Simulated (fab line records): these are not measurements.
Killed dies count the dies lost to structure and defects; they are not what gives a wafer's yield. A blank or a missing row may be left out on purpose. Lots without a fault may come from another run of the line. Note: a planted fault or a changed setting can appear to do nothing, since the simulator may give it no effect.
Chamber matching | flow n5Finfet | N5_BEOL_M3_STRIP_36 on rieDiel-01 has 4 sister chambers
The step strips in N2/H2. 14 wafers are shown with their chamber, then 7 later ones without.

WAFERS, EACH WITH ITS CHAMBER
wafer  | chamber | showerheadPlenumPTorr (Torr) | throttleValvePct (%) | oesProductAu (a.u.)
L075.2 | 1       | 2.54                         | 23.64                | 0.75
L075.4 | 2       | 2.70                         | 24.02                | 0.91
L075.6 | 2       | 2.70                         | 24.05                | 0.89
L086.2 | 3       | 2.48                         | 23.63                | 0.90
L086.3 | 1       | 2.53                         | 23.69                | 0.74
L086.6 | 3       | 2.48                         | 23.67                | 0.90
L088.3 | 1       | 2.53                         | 23.70                | 0.74
L088.5 | 2       | 2.69                         | 24.09                | 0.84
L088.6 | 3       | 2.47                         | 23.68                | 0.88
L091.1 | 2       | 2.69                         | 24.06                | 0.84
L091.3 | 3       | 2.47                         | 23.66                | 0.88
L091.4 | 1       | 2.52                         | 23.72                | 0.73
L079.1 | 0       | 2.44                         | 24.03                | 0.77
L079.2 | 3       | 2.47                         | 23.67                | 0.88

SIGNATURES (averages over the wafers above)
reading               | chamber 0 | chamber 1 | chamber 2 | chamber 3 | scatter within a chamber
showerheadPlenumPTorr | 2.4400    | 2.5300    | 2.6950    | 2.4740    | 0.00648
throttleValvePct      | 24.0300   | 23.6875   | 24.0550   | 23.6620   | 0.0273
oesProductAu          | 0.7700    | 0.7400    | 0.8700    | 0.8880    | 0.0212
Rule: for each reading, subtract the chamber's mean from the wafer's reading, divide by that reading's scatter and square the result; add these up over the readings and take the root, which gives the wafer's distance from the chamber. The wafer belongs to the nearest chamber; if the next one is less than 2 further off, it can't be placed. The scatter: the root of (the sum of the squares of (reading less its chamber's mean) over the shown wafers, divided by (wafers less chambers)).

WAFERS WHOSE CHAMBER IS MISSING
wafer  | showerheadPlenumPTorr (Torr) | throttleValvePct (%) | oesProductAu (a.u.)
L079.6 | 2.69                         | 24.09                | 0.86
L097.1 | 2.52                         | 23.73                | 0.72
L097.2 | 2.44                         | 24.01                | 0.76
L097.6 | 2.44                         | 24.01                | 0.76
L096.1 | 2.44                         | 23.99                | 0.75
L096.3 | 2.52                         | 23.73                | 0.73
L096.6 | 2.52                         | 23.71                | 0.73

CHAMBER TAKEN BY EACH
wafer  | from the rows above | in truth
L079.6 | 2                   | 2
L097.1 | 1                   | 1
L097.2 | 0                   | 0
L097.6 | 0                   | 0
L096.1 | 0                   | 0
L096.3 | 1                   | 1
L096.6 | 1                   | 1
Correct placement for 7 of the 7. From these rows, 0 cannot be placed. Number placed wrongly: 0.
